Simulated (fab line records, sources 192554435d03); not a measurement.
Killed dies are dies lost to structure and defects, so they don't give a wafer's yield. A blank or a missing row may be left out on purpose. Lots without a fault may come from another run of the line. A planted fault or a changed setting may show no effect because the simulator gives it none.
Chamber matching | flow n5_finfet | N5_BEOL_M0_SAQP_PECVD_04 on pecvd-03: 3 sister chambers
The step deposits a-Si from SiH4/He, target thk 60 nm, time 60.2 s. 6 wafers are shown with their chamber, then 7 later ones without.

WAFERS WITH THEIR CHAMBER
wafer  | chamber | showerhead_plenum_p_Torr (Torr) | heater_power_w (W)
L294.2 | 0       | 5.62                            | 644
L296.3 | 1       | 5.60                            | 577
L296.5 | 2       | 5.65                            | 722
L296.6 | 1       | 5.61                            | 577
L300.2 | 0       | 5.62                            | 607
L300.3 | 2       | 5.65                            | 794

WAFERS WITHOUT THEIR CHAMBER
wafer  | showerhead_plenum_p_Torr (Torr) | heater_power_w (W)
L300.5 | 5.61                            | 606
L305.2 | 5.61                            | 589
L305.6 | 5.62                            | 600
L307.2 | 5.59                            | 635
L307.6 | 5.61                            | 648
L310.1 | 5.62                            | 645
L310.2 | 5.59                            | 573

WHICH CHAMBER EACH WENT THROUGH
wafer  | from the rows above     | in truth
L300.5 | can't be placed: 1 or 0 | 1
L305.2 | can't be placed: 1 or 0 | 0
L305.6 | 0                       | 0
L307.2 | 1                       | 1
L307.6 | can't be placed: 1 or 0 | 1
L310.1 | 0                       | 0
L310.2 | 1                       | 1
Placed correctly: 4 of 7. Can't be placed from these rows: 3 (the true chamber is among the candidates in 3). Placed wrongly: 0.
How it was worked out, from the rows above alone: a wafer's distance from a chamber is the root of the sum, over the readings, of the square of ((its reading less the chamber's mean) divided by the reading's scatter). The wafer belongs to the nearest chamber; if the next one is less than 2 further off, it can't be placed. A chamber's mean is the mean of its shown wafers. The scatter: the root of (the sum of the squares of (reading less its chamber's mean) over the shown wafers, divided by (wafers less chambers)).
